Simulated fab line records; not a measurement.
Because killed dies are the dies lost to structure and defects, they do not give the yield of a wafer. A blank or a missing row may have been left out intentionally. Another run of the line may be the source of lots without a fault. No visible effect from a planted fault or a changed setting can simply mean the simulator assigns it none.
Matching of chambers + flow n5_finfet + pecvd-02 running N5_BEOL_M7_ILD_DEP_00: 3 sister chambers
The step deposits SiCOH lowk from DEMS/porogen, target thk 179.75 nm, time 33.4 s. 3 wafers are shown with their chamber, then 8 later ones without.

== WAFERS WITH THEIR CHAMBER ==
| wafer  | chamber | heater_power_w (W) |
|--------|---------|--------------------|
| L393.1 | 1       | 338                |
| L393.3 | 0       | 267                |
| L401.2 | 2       | 276                |

== WAFERS WHOSE CHAMBER IS MISSING ==
| wafer  | heater_power_w (W) |
|--------|--------------------|
| L401.5 | 211                |
| L401.6 | 397                |
| L402.2 | 313                |
| L402.5 | 314                |
| L402.6 | 375                |
| L403.1 | 267                |
| L403.3 | 370                |
| L403.4 | 276                |

== EACH ONE'S CHAMBER ==
| wafer  | from the rows above          | in truth |
|--------|------------------------------|----------|
| L401.5 | can't be placed: 0 or 2 or 1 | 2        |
| L401.6 | can't be placed: 1 or 2 or 0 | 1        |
| L402.2 | can't be placed: 1 or 2 or 0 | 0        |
| L402.5 | can't be placed: 1 or 2 or 0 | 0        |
| L402.6 | can't be placed: 1 or 2 or 0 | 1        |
| L403.1 | can't be placed: 0 or 2 or 1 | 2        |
| L403.3 | can't be placed: 1 or 2 or 0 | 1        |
| L403.4 | can't be placed: 2 or 0 or 1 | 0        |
Placed correctly: 0 of 8. These rows do not allow placing 8 (true chamber among the candidates in 8). 0 placed wrongly.
How it was worked out, from the rows above alone: a wafer's distance from a chamber is the root of the sum, over the readings, of the square of ((its reading less the chamber's mean) divided by the reading's scatter). If the next closest chamber is less than 2 further off than the closest, the wafer can't be placed; otherwise it belongs to the closest. Each chamber's mean is taken over the wafers shown for it. The scatter: root of mean squared gap, hidden wafer to nearest shown wafer, with one shown wafer a chamber.
